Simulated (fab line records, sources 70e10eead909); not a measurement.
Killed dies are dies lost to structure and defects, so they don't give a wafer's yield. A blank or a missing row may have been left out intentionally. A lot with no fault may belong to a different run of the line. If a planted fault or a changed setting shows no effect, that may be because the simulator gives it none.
fab line records	flow nandHarc	part 2 of 2: steps 5 to 6 of 6
[record] lots = 23	wafers = 69	lastDay = 24
route steps=1159 shown A_STAIRCASE@620
lots that met no fault: from a run of the same line without faults
startH: start of the lot's first displayed wafer, in hours after the record's first day	waitH: hours from the lot's prior step to this one	" repeats the value in the row above	L1.1+2: several wafers, shown together as one row	- either no value or no given start	* or withheld: withheld	< > ~ a bound
route shown NAME@n: NAME is a module with steps in the file, n the number in the route of the first one	usual: mean/standard deviation of fault-free wafers	same: alike in all rows	chamber/n: place in a boat	sites: readings site by site	_std_site: the standard deviation of these	_edge_site: mean of outer sites minus mean of inner sites	radiusMm: how far each site lies from the wafer's centre	mask NAME#n: copy n	behind: the tool/chamber that last shaped the wafer	hold: the reason the lot was held/the length of the hold in hours/how it ended	device: the transistor (n, p or np) that didn't switch	end of line: tests of these same wafers at the route's end	step lacking rows: just its recipe	killed: dies that structure and defects cost at the first sort, which is not the same as the wafer's yield	map: shows each die of a wafer: x if killed, . if not, _ if none is there
set.NAME: the setting that was run; set.NAME@STEP: the one run at that earlier step	model.NAME: the simulator's own value behind a step, which no gauge read
route steps across a sampled set of lots; one table per step, one row per wafer
services: the hour from which a tool's chamber was out of use, counted from the record's first day as startH (under 0 if before that day), plus the number of hours and why
[[steps]]
[step NHARC_A_STAIRCASE_DESCUM_291]
[recipe] timeS = 3	o2FlowSccm = 200	arFlowSccm = 0	biasPowerW = 0	chemistry = O2
[usual] drypumpMotorCurrentA = 5.7/0.34	oesProductAu = 0.999/0.0075	rfVppV = 57.7/0.9	showerheadPlenumPTorr = 1.89/0.096	throttleValvePct = 11.310/0.0091
lot.wafer	tool	chamber	startH	waitH	drypumpMotorCurrentA	oesProductAu	rfHoursCounterH	rfVppV	showerheadPlenumPTorr	throttleValvePct
L074.4	rieDiel-02	3	245.63	-	5.0	0.995	33	57.4	1.83	11.309
L074.5	"	2	"	"	5.3	0.993	-	56.4	1.80	11.300
L074.6	"	3	"	"	5.0	0.992	-	58.2	1.83	11.305
L076.2	rieDiel-07	2	259.32	-	6.0	0.980	9	56.8	1.82	11.309
L076.1	"	3	"	"	5.7	0.990	8	58.3	1.96	11.313
L076.6	"	0	"	"	6.3	0.992	-	59.4	2.07	11.315
L075.2	rieDiel-03	1	260.58	-	5.8	0.999	15	59.2	2.05	11.322
L075.4	"	2	"	"	5.8	0.991	16	56.4	1.95	11.297
L075.6	"	2	"	"	5.8	1.002	-	58.5	1.95	11.322
L077.1	rieDiel-07	3	261.14	-	5.7	1.001	9	57.4	1.96	11.315
L077.2	"	1	"	"	5.6	0.995	12	57.9	1.80	11.307
L077.5	"	3	"	"	5.7	0.993	-	58.6	1.96	11.302
L080.2	rieDiel-03	0	268.41	-	5.4	0.994	17	57.1	1.95	11.303
L080.3	"	1	"	"	5.8	0.998	19	58.1	2.05	11.319
L080.6	"	3	"	"	6.1	1.003	-	58.7	1.97	11.300
L079.3	rieDiel-02	2	268.75	-	5.4	0.997	38	58.1	1.80	11.301
L079.1	"	3	"	"	5.0	0.998	44	57.2	1.83	11.294
L079.6	"	1	"	"	5.4	1.015	-	58.4	1.80	11.315
L078.2	rieDiel-02	3	275.39	-	5.0	1.004	45	58.5	1.83	11.308
L078.4	"	0	"	"	5.9	1.010	47	56.2	1.87	11.318
L078.3	"	1	"	"	5.4	1.002	47	57.0	1.80	11.305
L081.4	rieDiel-07	0	293.12	-	6.2	1.002	16	59.4	2.07	11.318
L081.2	"	1	"	"	5.6	0.993	19	57.9	1.79	11.315
L081.3	"	2	"	"	6.0	0.999	18	58.7	1.81	11.310
L083.1	rieDiel-03	2	306.05	-	5.7	1.002	31	57.7	1.95	11.298
L083.2	"	0	"	"	5.5	1.006	30	57.1	1.95	11.293
L083.5	"	2	"	"	5.8	1.000	-	57.7	1.95	11.295
L082.1	rieDiel-03	2	306.48	-	5.7	1.001	31	58.9	1.95	11.317
L082.6	"	2	"	"	5.7	1.005	-	59.0	1.95	11.298
L082.5	"	3	"	"	6.0	1.009	-	57.7	1.97	11.304
L084.3	rieDiel-02	1	313.57	-	5.4	1.016	61	57.8	1.79	11.310
L084.5	"	0	"	"	5.9	0.997	-	56.6	1.86	11.302
L084.6	"	1	"	"	5.4	1.004	-	56.8	1.79	11.323
L085.4	rieDiel-03	2	321.16	-	5.8	0.999	39	56.9	1.95	11.307
L085.1	"	0	"	"	5.5	0.997	38	56.7	1.95	11.321
L085.6	"	2	"	"	5.8	1.002	-	57.8	1.95	11.318
L086.4	rieDiel-02	0	326.86	-	5.9	1.007	64	56.0	1.86	11.312
L086.2	"	1	"	"	5.4	1.015	66	56.1	1.79	11.306
L086.1	"	2	"	"	5.4	1.007	59	56.4	1.79	11.320
L087.1	rieDiel-07	2	332.29	-	6.1	1.001	32	58.1	1.81	11.326
L087.4	"	3	"	"	5.7	0.993	28	58.7	1.96	11.314
L087.5	"	2	"	"	6.0	1.000	-	56.8	1.81	11.312
L088.2	rieDiel-03	1	333.22	-	5.8	1.001	44	57.5	2.04	11.303
L088.4	"	0	"	"	5.5	0.992	43	56.1	1.94	11.291
L088.5	"	2	"	"	5.8	1.010	-	57.7	1.94	11.319
L090.1	rieDiel-03	0	346.39	-	5.5	0.987	48	57.2	1.94	11.310
L090.3	"	3	"	"	6.0	0.997	50	58.5	1.96	11.305
L090.5	"	1	"	"	5.8	0.996	-	58.8	2.04	11.321
L089.1	rieDiel-02	3	347.82	-	5.0	1.000	4	56.7	1.82	11.307
L089.4	"	0	"	"	5.9	1.003	5	57.4	1.86	11.298
L089.5	"	3	"	"	5.0	1.002	-	58.2	1.82	11.301
L091.4	rieDiel-02	2	362.57	-	5.3	0.989	8	58.6	1.79	11.312
L091.6	"	1	"	"	5.4	0.990	-	59.0	1.79	11.316
L091.5	"	2	"	"	5.4	0.995	-	56.5	1.79	11.300
L094.4	rieDiel-02	1	375.22	-	5.4	1.003	15	55.3	1.79	11.300
L094.2	"	2	"	"	5.4	0.982	13	56.8	1.78	11.301
L094.3	"	0	"	"	5.9	0.983	16	56.7	1.86	11.320
L095.2	rieDiel-02	2	375.28	-	5.4	0.994	13	57.1	1.79	11.307
L095.3	"	3	"	"	5.0	1.000	14	57.4	1.82	11.314
L095.1	"	0	"	"	5.9	0.989	16	57.0	1.86	11.305
L093.1	rieDiel-07	1	387.51	-	5.6	0.987	53	57.3	1.78	11.308
L093.4	"	2	"	"	6.0	1.006	49	59.1	1.80	11.311
L093.3	"	0	"	"	6.3	0.992	50	58.4	2.06	11.315
L096.2	rieDiel-03	0	388.72	-	5.5	0.986	64	57.7	1.94	11.301
L096.6	"	2	"	"	5.7	1.005	-	58.4	1.94	11.301
L096.5	"	3	"	"	6.1	1.009	-	56.9	1.95	11.305
L097.3	rieDiel-07	3	394.46	-	5.7	1.003	49	58.1	1.95	11.306
L097.1	"	0	"	"	6.3	1.001	53	59.2	2.06	11.320
L097.5	"	3	"	"	5.7	1.000	-	59.0	1.95	11.312
[step NHARC_A_STAIRCASE_ETCH_294]
[recipe] targetDepthA = 49920	timeS = 1212.4	ionEnergyEv = 800	c4f8FlowSccm = 80	o2FlowSccm = 60	arFlowSccm = withheld	rfW = 600	biasW = 3000	chemistry = C4F8/O2/Ar
[usual] oesProductAu = 0.933/0.012	rfVppV = 1824/12
lot.wafer	tool	chamber	startH	waitH	oesProductAu	rfHoursCounterH	rfVppV
L074.4	rieDiel-02	0	-	-	0.954	35	1822
L074.6	"	1	"	"	0.967	-	1813
L074.5	"	2	"	"	0.942	-	1812
L076.1	rieDiel-07	2	-	-	0.926	10	1814
L076.2	"	3	"	"	0.936	8	1832
L076.6	"	1	"	"	0.936	-	1812
L075.2	rieDiel-03	0	-	-	0.932	13	1833
L075.4	"	2	"	"	0.946	17	1831
L075.6	"	0	"	"	0.938	-	1832
L077.1	rieDiel-07	3	-	-	0.926	9	1833
L077.2	"	1	"	"	0.913	12	1811
L077.5	"	2	"	"	0.925	-	1814
L080.3	rieDiel-03	0	-	-	0.942	17	1831
L080.2	"	2	"	"	0.944	20	1829
L080.6	"	1	"	"	0.943	-	1844
L079.3	rieDiel-02	3	-	-	0.928	44	1815
L079.1	"	1	"	"	0.955	46	1811
L079.6	"	3	"	"	0.937	-	1816
L078.2	rieDiel-02	3	-	-	0.946	45	1816
L078.4	"	1	"	"	0.956	47	1810
L078.3	"	2	"	"	0.936	40	1810
L081.2	rieDiel-07	2	-	-	0.929	18	1814
L081.3	"	3	"	"	0.922	17	1832
L081.4	"	1	"	"	0.924	19	1812
L083.1	rieDiel-03	1	-	-	0.932	32	1845
L083.2	"	2	"	"	0.925	32	1832
L083.5	"	3	"	"	0.933	-	1832
L082.1	rieDiel-03	2	-	-	0.930	32	1831
L082.5	"	2	"	"	0.935	-	1832
L082.6	"	3	"	"	0.924	-	1832
L084.3	rieDiel-02	3	-	-	0.927	59	1815
L084.6	"	1	"	"	0.933	-	1810
L084.5	"	2	"	"	0.931	-	1810
L085.1	rieDiel-03	1	-	-	0.932	40	1843
L085.4	"	3	"	"	0.947	41	1833
L085.6	"	1	"	"	0.933	-	1843
L086.4	rieDiel-02	1	-	-	0.940	66	1811
L086.2	"	2	"	"	0.934	60	1810
L086.1	"	3	"	"	0.937	64	1815
L087.1	rieDiel-07	1	-	-	0.935	31	1811
L087.4	"	2	"	"	0.938	32	1813
L087.5	"	1	"	"	0.926	-	1811
L088.4	rieDiel-03	1	-	-	0.932	45	1842
L088.2	"	2	"	"	0.946	45	1830
L088.5	"	1	"	"	0.923	-	1844
L090.3	rieDiel-03	1	-	-	0.922	50	1842
L090.1	"	0	"	"	0.919	48	1829
L090.5	"	1	"	"	0.928	-	1842
L089.4	rieDiel-02	0	-	-	0.954	5	1820
L089.1	"	1	"	"	0.952	5	1811
L089.5	"	3	"	"	0.943	-	1814
L091.4	rieDiel-02	1	-	-	0.935	11	1813
L091.5	"	2	"	"	0.927	-	1810
L091.6	"	3	"	"	0.923	-	1814
L094.3	rieDiel-02	0	-	-	0.919	16	1821
L094.2	"	1	"	"	0.930	15	1810
L094.4	"	2	"	"	0.910	13	1811
L095.1	rieDiel-02	1	-	-	0.938	16	1811
L095.2	"	3	"	"	0.932	15	1814
L095.3	"	0	"	"	0.936	17	1820
L093.3	rieDiel-07	3	-	-	0.924	46	1830
L093.1	"	0	"	"	0.926	50	1844
L093.4	"	1	"	"	0.924	53	1810
L096.2	rieDiel-03	1	-	-	0.934	67	1843
L096.5	"	1	"	"	0.924	-	1841
L096.6	"	2	"	"	0.933	-	1831
L097.3	rieDiel-07	3	-	-	0.925	50	1833
L097.1	"	1	"	"	0.922	57	1811
L097.5	"	3	"	"	0.924	-	1831
[[services]]
tool	chamber	startH	hours	kind
rieDiel-03	-	215.30	9.0	pm
aclDep-03	-	224.76	13.0	pm
rieDiel-03	0	224.77	8.1	repair
rieDiel-07	-	228.37	9.0	pm
rieDiel-02	0	233.90	-	clean
rieDiel-02	1	233.90	-	clean
rieDiel-02	2	233.90	-	clean
rieDiel-02	3	233.90	-	clean
rieDiel-07	0	241.42	3.2	repair
rieDiel-03	1	245.13	1.9	repair
rieDiel-02	2	254.31	11.7	repair
rieDiel-02	0	258.47	-	clean
rieDiel-02	1	258.47	-	clean
rieDiel-02	3	258.47	-	clean
rieDiel-02	0	282.97	-	clean
aclDep-01	-	294.59	13.0	pm
aclDep-01	-	314.44	7.7	repair
rieDiel-07	3	320.10	10.3	repair
rieDiel-02	-	328.11	9.0	pm
aclDep-01	-	335.03	3.6	repair
aclDep-02	-	349.27	13.0	pm
rieDiel-07	-	349.49	0.6	repair
rieDiel-07	2	373.39	6.5	repair
rieDiel-03	-	392.30	9.0	pm
